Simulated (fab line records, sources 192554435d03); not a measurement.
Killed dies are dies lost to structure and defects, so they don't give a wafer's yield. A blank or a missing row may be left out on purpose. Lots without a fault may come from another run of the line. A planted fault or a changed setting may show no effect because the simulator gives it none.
fab line records | flow n5_finfet
record lots=11 wafers=31 last_day=17
route steps=1938 shown HKMG_FIN@414 BEOL_M4@1097 BEOL_M5@1112 PASSIVATION@1936
lots that met no fault: from a run of the same line without faults
start_h: hours from the record's first day to the start of the lot's first wafer shown | wait_h: hours since the lot's step before | " the same as in the row above | L1.1+2: a row that stands for several wafers | - no value, or no start given | * or withheld: withheld | < > ~ a bound
route shown NAME@n: a module of which the file shows steps, and the number in the route of the first | usual: mean/standard deviation of fault-free wafers | same: alike in all rows | chamber/n: place in a boat | sites: the reading at each site | _std_site: their standard deviation | _edge_site: outer sites' mean less inner sites' | radius_mm: how far each site lies from the wafer's centre | mask NAME#n: copy n | behind: the tool/chamber that last shaped the wafer | hold: why the lot was held/for how many hours/how that ended | device: the transistor (n, p or np) that didn't switch | end of line: the same wafers' tests at the end of the route | a step without rows: its recipe alone | killed: dies lost to structure and defects at the first sort, not the wafer's yield | map: a wafer's dies, x killed, . not, _ none there
set.NAME: the setting as run; set.NAME@STEP: as run at that earlier step | model.NAME: the simulator's own value behind a step, which no gauge read
steps of the route over a sample of lots; a table a step, a row a wafer
services: from which hour (start_h, from the record's first day; less than 0 if before it) a tool's chamber was out of use, for how many hours, and why
## steps
# step N5_HKMG_FIN_RTA_80
# recipe temp_c=withheld time_s=2 ambient=N2 idle_temp_c=600 ramp_up_c_per_s=150 ramp_down_c_per_s=60 cool_to_c=600
# columns lot.wafer tool chamber start_h wait_h
L589.1+4 rtp_anneal-01 0 78.91 0.1
L590.1+4+6 rtp_anneal-02 0 85.24 0.1
L591.2+4+6 rtp_anneal-01 0 91.78 0.1
L592.1+3+4 rtp_anneal-02 0 99.13 0.1
L593.2+3+6 rtp_anneal-01 0 102.89 0.1
L594.1+3+6 rtp_anneal-01 0 109.94 0.2
L596.1+5 rtp_anneal-01 0 121.86 0.1
L598.1+3+4 rtp_anneal-02 0 133.75 0.2
L599.1+3+5 rtp_anneal-01 0 140.26 0.1
L603.1+2+6 rtp_anneal-01 0 163.67 0.1
L605.1+5+6 rtp_anneal-01 0 177.79 0.1
# step N5_BEOL_M4_ANNEAL_93
# recipe temp_c=400 time_s=240 ambient=vacuum
# usual heater_power_w=818/82
# columns lot.wafer tool chamber start_h wait_h heater_power_w
L590.1 pvd_sputter-03 - 170.87 0.0 785
L590.4 " - " " 810
L590.6 " - " " 935
L589.1 pvd_sputter-01 - 177.92 0.0 857
L589.4 " - " " 920
L591.2 pvd_sputter-01 - 181.87 0.0 715
L591.4 " - " " 958
L591.6 " - " " 896
L592.1 pvd_sputter-02 - 186.63 0.0 878
L592.3 " - " " 759
L592.4 " - " " 715
L593.2 pvd_sputter-01 - 194.74 0.0 727
L593.3 " - " " 804
L593.6 " - " " 700
L594.1 pvd_sputter-02 - 202.80 0.0 867
L594.3 " - " " 723
L594.6 " - " " 725
L596.1 pvd_sputter-03 - 213.09 0.0 768
L596.5 " - " " 892
L598.1 pvd_sputter-03 - 222.52 0.0 792
L598.3 " - " " 821
L598.4 " - " " 882
L599.1 pvd_sputter-02 - 222.77 0.0 870
L599.3 " - " " 724
L599.5 " - " " 722
L603.1 pvd_sputter-03 - 259.73 0.0 817
L603.2 " - " " 920
L603.6 " - " " 817
L605.1 pvd_sputter-01 - 264.16 0.0 857
L605.5 " - " " 713
L605.6 " - " " 782
# step N5_BEOL_M4_THK_MEAS_53
# recipe thk_meas_gauge=xrf reads=Cu_of_BEOL_M4_ECD_50
# usual M4_THK=39.1/2.1
# columns lot.wafer tool chamber start_h wait_h M4_THK[nm]
L590.1 film_metro-01 - 172.02 - 38.4
L590.4 " - " " 41.0
L590.6 " - " " 40.1
L589.1 film_metro-01 - 179.08 - 37.9
L589.4 " - " " 36.9
L591.2 film_metro-01 - 183.02 - 37.9
L591.4 " - " " 37.8
L591.6 " - " " 40.4
L592.1 film_metro-02 - 187.78 - 40.9
L592.3 " - " " 37.2
L592.4 " - " " 41.7
L593.2 film_metro-01 - 195.89 - 44.2
L593.3 " - " " 38.7
L593.6 " - " " 43.6
L594.1 film_metro-01 - 203.95 - 38.9
L594.3 " - " " 38.9
L594.6 " - " " 38.8
L596.1 film_metro-01 - 214.24 - 42.4
L596.5 " - " " 40.3
L598.1 film_metro-01 - 228.10 - 35.7
L598.3 " - " " 41.3
L598.4 " - " " 42.9
L599.1 film_metro-01 - 228.37 - 38.8
L599.3 " - " " 35.2
L599.5 " - " " 38.8
L603.1 film_metro-02 - 261.15 - 36.4
L603.2 " - " " 36.5
L603.6 " - " " 35.8
L605.1 film_metro-02 - 265.30 - 39.1
L605.5 " - " " 38.9
L605.6 " - " " 37.6
# step N5_BEOL_M4_RC_MEAS_101
# usual DIBL_N=36.6/2.3 DIBL_P=36.3/2.8 IOFF_N=0.17/0.047 IOFF_P=0.22/0.048 IOFF_P_85C=3.7/0.69 IOFF_P_LIN=0.102/0.017 IOFF_P_LONG=0.000106/8.6e-06 ION_N=676/14 ION_P=463/9.4 SS_N=71.6/0.84 SS_P=73.4/0.85 VT_N=249/3.7 VT_N_LVT=98/3.8 VT_P=-249/3.6 VT_P_LONG=-275.4/2.8
# columns lot.wafer tool chamber start_h wait_h DIBL_N[mV/V] DIBL_P[mV/V] IOFF_N[nA/um] IOFF_P[nA/um] IOFF_P_85C[nA/um] IOFF_P_LIN[nA/um] IOFF_P_LONG[nA/um] ION_N[uA/um] ION_P[uA/um] SS_N[mV/dec] SS_P[mV/dec] VT_N[mV] VT_N_LVT[mV] VT_P[mV] VT_P_LONG[mV]
L590.1 prober-02 0 172.33 0.0 39.8 40.1 0.27 0.34 5.4 0.147 0.000111 711 485 72.3 74.3 239 89 -244 -275.6
L590.4 " 0 " " 37.6 37.1 0.19 0.26 4.4 0.121 0.000105 672 471 71.8 73.2 248 95 -245 -277.3
L590.6 " 0 " " 38.7 38.1 0.21 0.27 4.5 0.123 0.000114 676 470 71.5 73.4 245 94 -247 -271.8
L589.1 prober-01 0 179.42 0.0 36.9 36.2 0.16 0.22 3.9 0.105 0.000113 660 461 71.9 73.2 249 100 -249 -274.2
L589.4 " 0 " " 35.2 33.8 0.14 0.19 3.4 0.093 0.000103 671 462 71.6 72.3 254 102 -254 -273.1
L591.2 prober-01 0 183.49 0.2 40.4 40.0 0.26 0.29 4.7 0.127 0.000112 687 462 72.7 74.0 244 92 -246 -277.4
L591.4 " 0 " " 39.9 40.6 0.26 0.30 4.9 0.131 0.000114 703 478 72.6 74.3 241 89 -244 -273.6
L591.6 " 0 " " 40.9 40.4 0.29 0.29 4.7 0.128 0.000104 703 477 72.7 73.8 242 89 -245 -275.2
L592.1 prober-02 0 188.09 0.0 36.2 36.8 0.14 0.19 3.3 0.091 8.6e-05 661 457 70.4 74.2 252 103 -254 -278.1
L592.3 " 0 " " 36.8 38.0 0.16 0.21 3.6 0.096 9.8e-05 674 462 71.6 73.8 249 101 -251 -277.7
L592.4 " 0 " " 40.1 39.1 0.21 0.23 3.9 0.101 9.7e-05 681 452 71.8 74.6 246 98 -253 -280.1
L593.2 prober-02 0 196.44 0.2 36.7 35.6 0.17 0.20 3.4 0.094 9.3e-05 669 450 71.4 73.6 249 100 -253 -277.0
L593.3 " 0 " " 36.6 36.1 0.17 0.21 3.7 0.098 0.000108 667 458 71.7 72.8 250 100 -249 -278.2
L593.6 " 0 " " 37.7 37.9 0.21 0.23 3.9 0.105 9.9e-05 677 460 72.2 74.1 247 95 -251 -278.1
L594.1 prober-02 0 204.35 0.0 34.6 32.4 0.12 0.14 2.6 0.075 9.8e-05 672 458 71.3 72.5 255 103 -256 -277.8
L594.3 " 0 " " 39.8 40.0 0.20 0.24 4.0 0.109 9.5e-05 696 465 72.4 74.5 250 98 -250 -277.3
L594.6 " 0 " " 39.2 39.3 0.18 0.23 3.9 0.106 9.8e-05 694 469 72.4 74.1 248 98 -251 -277.7
L596.1 prober-02 0 214.55 0.0 39.4 39.4 0.21 0.22 3.8 0.097 9e-05 690 463 72.2 74.4 246 95 -253 -280.4
L596.5 " 0 " " 40.5 39.7 0.26 0.24 4.0 0.105 9.4e-05 688 460 72.3 74.2 244 93 -250 -280.4
L598.1 prober-01 0 228.44 0.0 36.1 36.6 0.14 0.20 3.4 0.094 9.7e-05 670 461 70.8 73.4 250 100 -250 -279.0
L598.3 " 0 " " 32.4 30.0 0.09 0.12 2.2 0.066 9.6e-05 662 453 70.4 71.4 257 104 -257 -278.9
L598.4 " 0 " " 36.0 36.9 0.15 0.21 3.5 0.098 0.000109 692 468 70.9 72.8 249 97 -250 -278.1
L599.1 prober-02 0 228.71 0.0 36.1 35.7 0.15 0.18 3.2 0.090 0.000101 656 448 71.1 72.7 253 100 -253 -277.0
L599.3 " 0 " " 36.9 35.5 0.17 0.18 3.3 0.092 0.000102 689 466 71.6 73.2 248 97 -249 -278.3
L599.5 " 0 " " 37.1 34.7 0.17 0.16 2.9 0.082 9.7e-05 647 437 73.2 72.6 253 102 -255 -278.7
L603.1 prober-02 0 261.46 0.0 36.6 37.3 0.19 0.52 7.5 0.233 0.000203 707 514 71.7 74.6 246 114 -226 -254.3
L603.2 " 0 " " 36.1 36.5 0.15 0.46 6.8 0.206 0.000195 670 491 71.9 73.4 253 121 -228 -253.4
L603.6 " 0 " " 35.6 37.2 0.16 0.52 7.5 0.230 0.000204 681 502 71.0 73.5 246 118 -227 -255.9
L605.1 prober-02 0 265.61 0.0 37.9 40.1 0.21 0.61 9.0 0.265 0.000209 683 502 72.2 74.7 243 113 -223 -252.7
L605.5 " 0 " " 36.1 36.2 0.17 0.45 7.1 0.216 0.000204 677 497 72.5 74.2 249 117 -230 -254.1
L605.6 " 0 " " 41.3 42.6 0.30 0.73 10.5 0.302 0.000204 682 496 73.3 75.8 241 112 -222 -255.8
# step N5_BEOL_M5_ILD_DEP_00
# recipe material=SiCOH_lowk target_thk_a=1406.4 temp_c=300 precursor=DEMS/porogen pressure_torr=5 rf_w=500 time_s=25.9
# usual chamber_pressure_Torr=5.002/0.011 heater_power_w=309/78 showerhead_plenum_p_Torr=5.741/0.016 throttle_valve_pct=13.9/0.86
# columns lot.wafer tool chamber start_h wait_h chamber_pressure_Torr heater_power_w showerhead_plenum_p_Torr throttle_valve_pct
L590.1 pecvd-01 0 173.29 0.8 4.990 336 5.737 14.4
L590.4 " 2 " " 4.986 438 5.740 13.1
L590.6 " 1 " " 5.015 239 5.757 13.7
L589.1 pecvd-01 2 180.38 0.8 4.987 445 5.755 13.0
L589.4 " 0 " " 4.995 271 5.724 14.4
L591.2 pecvd-04 2 184.29 0.7 4.993 359 5.740 13.0
L591.4 " 2 " " 5.009 362 5.723 12.8
L591.6 " 0 " " 5.007 419 5.732 15.6
L592.1 pecvd-01 2 189.05 0.8 5.005 445 5.740 12.8
L592.3 " 1 " " 5.004 219 5.764 14.1
L592.4 " 1 " " 5.003 223 5.760 14.0
L593.2 pecvd-01 2 197.25 0.7 5.004 419 5.758 13.0
L593.3 " 1 " " 5.005 235 5.752 13.9
L593.6 " 1 " " 4.982 238 5.766 14.0
L594.1 pecvd-01 1 205.31 0.8 4.999 244 5.747 13.8
L594.3 " 2 " " 4.997 373 5.765 13.0
L594.6 " 2 " " 5.020 370 5.753 13.2
L596.1 pecvd-01 1 215.51 0.8 4.989 234 5.749 13.8
L596.5 " 2 " " 5.007 438 5.768 13.3
L598.1 pecvd-01 1 229.41 0.8 5.007 203 5.760 13.9
L598.3 " 0 " " 4.998 301 5.727 14.4
L598.4 " 1 " " 5.005 207 5.753 13.9
L599.1 pecvd-04 2 229.67 0.8 5.006 359 5.731 13.3
L599.3 " 0 " " 5.009 429 5.737 15.3
L599.5 " 2 " " 4.997 370 5.721 12.9
L603.1 pecvd-02 1 262.43 0.8 5.020 290 5.740 14.4
L603.2 " 2 " " 4.996 266 5.745 12.6
L603.6 " 0 " " 4.999 248 5.739 14.1
L605.1 pecvd-02 0 266.58 0.8 4.995 194 5.738 13.8
L605.5 " 2 " " 5.014 232 5.748 12.7
L605.6 " 0 " " 4.981 199 5.736 14.0
# step N5_PASSIVATION_PROBE_49
# usual defect_limited_yield=91.5/1.5 killed_at_M0_to_M3=33/9.9 killed_at_M4_up=14/5.2 killed_at_contacts=11/5.2 killed_at_front_end=38/10 killed_at_other=4/3.5 killed_dies=100/18 killed_open=66/14 killed_short=32/6.9 sort_bin_4_leakage=0.00/0.027 sort_bin_5_function=5.0/1 sort_bin_6_memory=3.1/0.69 sort_bin_8_speed=0.03/0.26 sort_n_pass=1080/18 sort_yield_pct=91.5/1.5
# same gross_dies=1180 killed_at_back_side=0
# columns lot.wafer tool chamber start_h wait_h defect_limited_yield[%] killed_at_M0_to_M3 killed_at_M4_up killed_at_contacts killed_at_front_end killed_at_other killed_dies killed_open killed_short sort_bin_4_leakage[%] sort_bin_5_function[%] sort_bin_6_memory[%] sort_bin_8_speed[%] sort_n_pass sort_yield_pct[%]
L590.1 prober-01 - 276.72 0.0 93.6 17 13 2 38 5 75 43 31 0 3.5 2.7 0 1105 93.6
L590.4 prober-01 - 276.87 0.2 94.3 20 8 3 31 5 67 40 27 0 3.6 1.9 0 1113 94.3
L590.6 prober-01 - 276.97 0.3 91.9 26 18 12 37 2 95 65 30 0 5.0 2.7 0 1085 91.9
L589.1 prober-02 - 287.44 0.0 89.7 48 19 9 30 15 121 84 36 0 6.1 4.1 0 1059 89.7
L589.4 prober-02 - 287.59 0.2 91.0 32 19 10 38 7 106 71 35 0 4.8 4.0 0 1074 91.0
L591.2 prober-01 - 292.70 0.1 93.4 35 8 13 18 4 78 51 26 0 4.2 2.2 0 1102 93.4
L591.4 prober-01 - 292.80 0.2 93.5 19 15 11 28 4 77 54 22 0 3.9 2.5 0 1103 93.5
L591.6 prober-01 - 292.90 0.3 89.7 38 5 17 59 2 121 73 47 0 5.9 3.8 0 1059 89.7
L592.1 prober-01 - 297.51 0.0 92.7 23 8 14 37 4 86 57 28 0 4.6 2.5 0 1094 92.7
L592.3 prober-01 - 297.61 0.1 91.0 36 16 21 32 1 106 72 34 0 5.8 3.0 0 1074 91.0
L592.4 prober-01 - 297.66 0.2 92.0 37 11 13 28 5 94 60 34 0 4.7 2.8 0 1086 92.0
L593.2 prober-01 - 324.03 0.1 92.4 28 15 13 25 9 90 61 28 0 4.2 3.1 0 1090 92.4
L593.3 prober-01 - 324.08 0.1 93.1 14 12 14 30 11 81 49 28 0 4.9 1.7 0 1099 93.1
L593.6 prober-01 - 324.23 0.3 92.5 22 14 10 30 12 88 55 27 0 4.6 2.9 0 1092 92.5
L596.1 prober-02 - 327.71 0.0 91.7 39 22 8 21 8 98 64 34 0 4.4 3.6 0 1082 91.7
L596.5 prober-02 - 327.91 0.2 90.9 36 15 26 26 4 107 67 40 0 5.3 3.1 0 1073 90.9
L594.1 prober-02 - 333.61 0.1 93.1 25 11 8 37 1 82 51 31 0 3.6 2.9 0 1098 93.1
L594.3 prober-02 - 333.71 0.2 91.3 31 15 12 44 1 103 68 29 0 5.1 2.9 0 1077 91.3
L594.6 prober-02 - 333.86 0.4 91.4 50 16 3 32 1 102 59 37 0 5.1 2.9 0 1078 91.4
L598.1 prober-01 - 347.04 0.0 89.7 29 12 25 53 2 121 85 35 0 6.1 3.7 0 1059 89.7
L598.3 prober-01 - 347.14 0.1 90.0 37 11 20 48 2 118 75 43 0 6.1 3.5 0 1062 90.0
L598.4 prober-01 - 347.19 0.2 88.3 38 17 16 66 1 138 82 48 0 6.4 4.0 0 1042 88.3
L599.1 prober-02 - 348.20 0.0 92.1 31 9 4 45 4 93 57 24 0 4.7 2.3 0 1087 92.1
L599.3 prober-02 - 348.30 0.1 91.2 34 15 10 30 15 104 70 25 0 5.8 3.1 0 1076 91.2
L599.5 prober-02 - 348.40 0.2 92.1 39 16 9 18 11 93 61 22 0 5.3 2.6 0.17 1085 91.9
L603.1 prober-01 - 375.05 0.0 90.6 29 14 20 44 4 111 75 35 5.59 6.6 2.4 0 1003 85.0
L603.2 prober-01 - 375.10 0.1 89.6 49 15 25 30 4 123 91 32 1.27 6.3 3.9 0 1042 88.3
L603.6 prober-01 - 375.30 0.3 91.4 13 16 15 52 5 101 68 31 5.93 4.1 4.2 0 1009 85.5
L605.1 prober-02 - 404.83 0.0 93.7 29 9 7 29 0 74 44 26 22.46 3.8 2.3 0 841 71.3
L605.5 prober-02 - 405.03 0.2 91.9 32 19 8 34 3 96 63 31 0.85 4.6 2.8 0 1074 91.0
L605.6 prober-02 - 405.08 0.3 90.5 43 15 10 43 1 112 60 40 59.75 5.2 3.4 0 363 30.8
# killed by level:class
L590.1 FIN_SAQP:geometric_particle:short=10 FIN_SAQP:geometric_particle:open=7 STI_FIN_REVEAL:geometric_particle:open=6 BEOL_M0_SAQP:geometric_particle:open=6 BEOL_M5:geometric_particle:open=5 DUMMY_GATE:geometric_particle:open=4 BEOL_M2:geometric_particle:short=4 BEOL_M4:geometric_particle:open=4
L590.4 FIN_SAQP:geometric_particle:open=8 FIN_SAQP:geometric_particle:short=6 STI_FIN_REVEAL:geometric_particle:open=4 BEOL_M0_SAQP:geometric_particle:open=4 BEOL_M0_SAQP:geometric_particle:short=3 BEOL_M1:geometric_particle:open=3 BEOL_M3:geometric_particle:open=3 MIM_TOP_ETCH:geometric_particle:short=3
L590.6 FIN_SAQP:geometric_particle:short=11 BEOL_M3:geometric_particle:open=11 MOL_CONTACT_COAG:geometric_particle:open=10 FIN_SAQP:geometric_particle:open=8 BEOL_M4:geometric_particle:open=8 STARTING-WAFER:geometric_particle:open=6 BEOL_M0_SAQP:geometric_particle:open=4 STARTING-WAFER:geometric_particle:short=4
L589.1 BEOL_M0_SAQP:geometric_particle:open=11 STI_FIN_REVEAL:geometric_particle:open=10 BEOL_M2:geometric_particle:open=10 FIN_SAQP:geometric_particle:open=9 BEOL_M4:geometric_particle:open=9 MOL_CONTACT_COAG:geometric_particle:open=8 BEOL_M0_SAQP:geometric_particle:short=6 BEOL_M1:geometric_particle:open=6
L589.4 FIN_SAQP:geometric_particle:short=11 FIN_SAQP:geometric_particle:open=8 MOL_CONTACT_COAG:geometric_particle:open=8 BEOL_M0_SAQP:geometric_particle:open=6 STI_FIN_REVEAL:geometric_particle:open=6 BEOL_M0_SAQP:geometric_particle:short=6 BEOL_M4:geometric_particle:open=6 BEOL_M5:geometric_particle:open=5
L591.2 MOL_CONTACT_COAG:geometric_particle:open=11 BEOL_M2:geometric_particle:open=10 BEOL_M0_SAQP:geometric_particle:open=8 BEOL_M0_SAQP:geometric_particle:short=7 STI_FIN_REVEAL:geometric_particle:open=5 BEOL_M4:geometric_particle:open=4 BEOL_M2:geometric_particle:short=3 FIN_SAQP:geometric_particle:short=3
L591.4 MOL_CONTACT_COAG:geometric_particle:open=8 BEOL_M0_SAQP:geometric_particle:open=6 FIN_SAQP:geometric_particle:short=4 FIN_SAQP:geometric_particle:open=4 STI_FIN_REVEAL:geometric_particle:open=4 GATE_CUT:geometric_particle:open=4 BEOL_M2:geometric_particle:open=4 BEOL_M7:geometric_particle:open=4
L591.6 STI_FIN_REVEAL:geometric_particle:open=19 MOL_CONTACT_COAG:geometric_particle:open=16 BEOL_M0_SAQP:geometric_particle:short=16 BEOL_M0_SAQP:geometric_particle:open=12 FIN_SAQP:geometric_particle:short=10 FIN_SAQP:geometric_particle:open=8 GATE_CUT:geometric_particle:short=6 GATE_CUT:geometric_particle:open=4
L592.1 MOL_CONTACT_COAG:geometric_particle:open=10 FIN_SAQP:geometric_particle:open=9 BEOL_M0_SAQP:geometric_particle:open=7 BEOL_M0_SAQP:geometric_particle:short=7 GATE_CUT:geometric_particle:open=6 STARTING-WAFER:geometric_particle:short=6 BEOL_M2:geometric_particle:open=5 DUMMY_GATE:geometric_particle:open=4
L592.3 MOL_CONTACT_COAG:geometric_particle:open=17 BEOL_M1:geometric_particle:open=10 FIN_SAQP:geometric_particle:short=9 BEOL_M0_SAQP:geometric_particle:short=7 DUMMY_GATE:geometric_particle:open=6 BEOL_M0_SAQP:geometric_particle:open=5 BEOL_M0:geometric_particle:open=5 BEOL_M4:geometric_particle:open=5
L592.4 MOL_CONTACT_COAG:geometric_particle:open=9 BEOL_M0_SAQP:geometric_particle:open=9 BEOL_M2:geometric_particle:open=9 BEOL_M0_SAQP:geometric_particle:short=7 GATE_CUT:geometric_particle:short=6 BEOL_M1:geometric_particle:open=6 FIN_SAQP:geometric_particle:short=4 STI_FIN_REVEAL:geometric_particle:open=4
L593.2 MOL_CONTACT_COAG:geometric_particle:open=11 BEOL_M1:geometric_particle:open=9 STI_FIN_REVEAL:geometric_particle:open=6 MIM_TOP_ETCH:geometric_particle:short=6 BEOL_M0_SAQP:geometric_particle:open=4 BEOL_M2:geometric_particle:open=4 BEOL_M4:geometric_particle:open=4 STARTING-WAFER:geometric_particle:short=4
L593.3 MOL_CONTACT_COAG:geometric_particle:open=11 BEOL_M0_SAQP:geometric_particle:short=6 DUMMY_GATE:geometric_particle:open=5 GATE_CUT:geometric_particle:short=5 BEOL_M4:geometric_particle:open=5 STARTING-WAFER:geometric_particle:open=4 PASSIVATION:area_etch=4 FIN_SAQP:geometric_particle:open=3
L593.6 FIN_SAQP:geometric_particle:open=9 MOL_CONTACT_COAG:geometric_particle:open=9 BEOL_M0_SAQP:geometric_particle:open=7 BEOL_M0_SAQP:geometric_particle:short=4 BEOL_M2:geometric_particle:open=4 BEOL_M4:geometric_particle:open=4 MIM_TOP_ETCH:geometric_particle:open=4 PASSIVATION:area_etch=4
L596.1 BEOL_M4:geometric_particle:open=12 BEOL_M0_SAQP:geometric_particle:short=8 BEOL_M0_SAQP:geometric_particle:open=7 BEOL_M1:geometric_particle:open=6 MOL_CONTACT_COAG:geometric_particle:open=6 BEOL_M3:geometric_particle:open=5 STARTING-WAFER:geometric_particle:open=5 GATE_CUT:geometric_particle:short=4
L596.5 MOL_CONTACT_COAG:geometric_particle:open=19 BEOL_M0_SAQP:geometric_particle:short=10 BEOL_M0_SAQP:geometric_particle:open=9 BEOL_M4:geometric_particle:open=9 MOL_CONTACT_COAG:geometric_particle:short=7 GATE_CUT:geometric_particle:short=6 BEOL_M2:geometric_particle:open=6 BEOL_M2:geometric_particle:short=4
L594.1 FIN_SAQP:geometric_particle:open=9 BEOL_M0_SAQP:geometric_particle:short=7 FIN_SAQP:geometric_particle:short=6 MOL_CONTACT_COAG:geometric_particle:open=6 BEOL_M0_SAQP:geometric_particle:open=6 BEOL_M3:geometric_particle:open=6 GATE_CUT:geometric_particle:short=5 STI_FIN_REVEAL:geometric_particle:open=4
L594.3 FIN_SAQP:geometric_particle:open=14 MOL_CONTACT_COAG:geometric_particle:open=12 BEOL_M4:geometric_particle:open=12 BEOL_M0_SAQP:geometric_particle:short=9 FIN_SAQP:geometric_particle:short=7 DUMMY_GATE:geometric_particle:open=6 BEOL_M0_SAQP:geometric_particle:open=6 HKMG_FIN:area_etch=6
L594.6 BEOL_M0_SAQP:geometric_particle:open=26 BEOL_M0_SAQP:geometric_particle:short=22 FIN_SAQP:geometric_particle:open=9 BEOL_M4:geometric_particle:open=7 HKMG_FIN:area_etch=6 FIN_SAQP:geometric_particle:short=5 STI_FIN_REVEAL:geometric_particle:open=4 ILD0:geometric_particle:short=3
L598.1 MOL_CONTACT_COAG:geometric_particle:open=21 STI_FIN_REVEAL:geometric_particle:open=14 BEOL_M3:geometric_particle:open=8 GATE_CUT:geometric_particle:open=6 BEOL_M0_SAQP:geometric_particle:open=6 FIN_SAQP:geometric_particle:open=5 FIN_SAQP:geometric_particle:short=5 DUMMY_GATE:geometric_particle:open=5
L598.3 STI_FIN_REVEAL:geometric_particle:open=18 MOL_CONTACT_COAG:geometric_particle:open=14 BEOL_M0_SAQP:geometric_particle:short=11 BEOL_M1:geometric_particle:open=11 BEOL_M0_SAQP:geometric_particle:open=10 STI_FIN_REVEAL:geometric_particle:short=7 MOL_CONTACT_COAG:geometric_particle:short=6 FIN_SAQP:geometric_particle:short=5
L598.4 FIN_SAQP:geometric_particle:open=18 FIN_SAQP:geometric_particle:short=16 MOL_CONTACT_COAG:geometric_particle:open=13 BEOL_M3:geometric_particle:open=13 STI_FIN_REVEAL:geometric_particle:open=8 GATE_CUT:geometric_particle:short=6 BEOL_M2:geometric_particle:open=6 BEOL_M3:geometric_particle:short=6
L599.1 STI_FIN_REVEAL:geometric_particle:open=12 HKMG_FIN:area_etch=9 FIN_SAQP:geometric_particle:open=7 BEOL_M0_SAQP:geometric_particle:open=6 BEOL_M1:geometric_particle:short=6 BEOL_M1:geometric_particle:open=6 FIN_SAQP:geometric_particle:short=4 STI_FIN_REVEAL:geometric_particle:short=4
L599.3 MOL_CONTACT_COAG:geometric_particle:open=10 BEOL_M3:geometric_particle:open=9 PASSIVATION:area_etch=9 FIN_SAQP:geometric_particle:open=7 FIN_SAQP:geometric_particle:short=7 BEOL_M1:geometric_particle:open=7 BEOL_M4:geometric_particle:open=7 BEOL_M0_SAQP:geometric_particle:open=4
L599.5 BEOL_M1:geometric_particle:open=13 PASSIVATION:area_etch=9 MOL_CONTACT_COAG:geometric_particle:open=8 BEOL_M4:geometric_particle:open=8 BEOL_M0_SAQP:geometric_particle:open=7 BEOL_M3:geometric_particle:open=7 BEOL_M0_SAQP:geometric_particle:short=6 BEOL_M1:geometric_particle:short=5
L603.1 FIN_SAQP:geometric_particle:open=19 MOL_CONTACT_COAG:geometric_particle:open=18 FIN_SAQP:geometric_particle:short=9 BEOL_M0_SAQP:geometric_particle:open=9 BEOL_M0_SAQP:geometric_particle:short=7 BEOL_M3:geometric_particle:open=6 BEOL_M5:geometric_particle:open=6 STI_FIN_REVEAL:geometric_particle:open=3
L603.2 MOL_CONTACT_COAG:geometric_particle:open=19 BEOL_M0_SAQP:geometric_particle:open=19 BEOL_M4:geometric_particle:open=12 FIN_SAQP:geometric_particle:open=10 BEOL_M0_SAQP:geometric_particle:short=9 FIN_SAQP:geometric_particle:short=7 BEOL_M1:geometric_particle:open=7 STI_FIN_REVEAL:geometric_particle:open=6
L603.6 MOL_CONTACT_COAG:geometric_particle:open=14 FIN_SAQP:geometric_particle:open=13 FIN_SAQP:geometric_particle:short=10 STI_FIN_REVEAL:geometric_particle:open=9 GATE_CUT:geometric_particle:short=5 BEOL_M4:geometric_particle:open=5 STARTING-WAFER:geometric_particle:short=5 GATE_CUT:geometric_particle:open=3
L605.1 BEOL_M0_SAQP:geometric_particle:short=9 STI_FIN_REVEAL:geometric_particle:open=8 MOL_CONTACT_COAG:geometric_particle:open=6 BEOL_M0_SAQP:geometric_particle:open=6 FIN_SAQP:geometric_particle:open=5 BEOL_M2:geometric_particle:open=5 STI_FIN_REVEAL:geometric_particle:short=4 BEOL_M0:geometric_particle:open=4
L605.5 STI_FIN_REVEAL:geometric_particle:open=12 BEOL_M2:geometric_particle:open=11 BEOL_M4:geometric_particle:open=8 BEOL_M0_SAQP:geometric_particle:short=7 FIN_SAQP:geometric_particle:short=5 DUMMY_GATE:geometric_particle:open=5 MOL_CONTACT_COAG:geometric_particle:open=5 GATE_CUT:geometric_particle:short=4
L605.6 BEOL_M0_SAQP:geometric_particle:short=13 FIN_SAQP:geometric_particle:open=11 STI_FIN_REVEAL:geometric_particle:open=11 HKMG_FIN:area_etch=10 BEOL_M2:geometric_particle:short=9 MOL_CONTACT_COAG:geometric_particle:open=8 BEOL_M0_SAQP:geometric_particle:open=7 BEOL_M2:geometric_particle:open=7
## services
# columns tool chamber start_h hours kind
pecvd-02 0 63.30 5.5 scheduled_down
rtp_anneal-01 - 66.36 4.0 pm
rtp_anneal-02 - 70.39 1.5 pm
pecvd-04 1 74.53 2.1 scheduled_down
pvd_sputter-01 - 90.43 3.6 repair
pvd_sputter-01 - 96.44 9.7 repair
pecvd-01 1 105.05 5.5 scheduled_down
pecvd-01 - 112.20 0.3 repair
pecvd-02 2 125.40 18.7 repair
pecvd-04 - 140.52 6.7 repair
pecvd-04 - 164.23 14.6 pm
pecvd-04 0 178.86 2.1 scheduled_down
pecvd-04 - 184.51 0.8 repair
pecvd-02 2 202.38 - clean
pecvd-02 2 202.38 - consumable_replace:showerhead
pecvd-02 2 202.38 29.0 scheduled_down
pecvd-02 2 202.38 29.0 vent_cycle
pecvd-01 0 205.06 5.5 scheduled_down
pecvd-01 - 218.10 1.0 repair
rtp_anneal-02 - 218.50 6.7 pm
pecvd-04 - 242.28 1.9 repair
pecvd-04 - 254.34 14.9 repair
## key
first_sign step=N5_BEOL_M4_RC_MEAS_101 reading=IOFF_P_LONG direction=up sigmas=11 usual=0.000106 struck=0.000203
effect step=N5_BEOL_M4_RC_MEAS_101 reading=IOFF_P_LIN direction=up sigmas=8.4 usual=0.102 struck=0.242
effect step=N5_BEOL_M4_RC_MEAS_101 reading=VT_P_LONG direction=up sigmas=7.4 usual=-275.4 struck=-254.3
effect step=N5_BEOL_M4_RC_MEAS_101 reading=IOFF_P direction=up sigmas=6.9 usual=0.22 struck=0.55
effect step=N5_BEOL_M4_RC_MEAS_101 reading=VT_P direction=up sigmas=6.6 usual=-249 struck=-226
effect step=N5_BEOL_M4_RC_MEAS_101 reading=IOFF_P_85C direction=up sigmas=6.3 usual=3.7 struck=8.1
effect step=N5_BEOL_M4_RC_MEAS_101 reading=VT_N_LVT direction=up sigmas=4.7 usual=98 struck=116
effect step=N5_BEOL_M4_RC_MEAS_101 reading=ION_P direction=up sigmas=4 usual=463 struck=500
effect step=N5_PASSIVATION_PROBE_49 reading=sort_bin_4_leakage direction=up sigmas=99+ usual=0.00 struck=15.97
met_at N5_HKMG_FIN_RTA_80
struck_lots L603,L605
baseline_loss step=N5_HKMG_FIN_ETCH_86 wafers=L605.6
not_acting_at N5_BEOL_M4_ANNEAL_93,N5_BEOL_M4_THK_MEAS_53,N5_BEOL_M5_ILD_DEP_00
onset_between 140.26 163.67
also_fits time
fault kind=process_parameter_drift tool=rtp_anneal-01 chamber=- onset_h=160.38 steps=N5_HKMG_FIN_RTA_80 channel=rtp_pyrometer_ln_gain offset=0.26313 shape=step end_h=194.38
# baseline_loss: these wafers lose ten dies or more at that step, a loss of the line's own and not of a fault; the sort's usual values leave them out
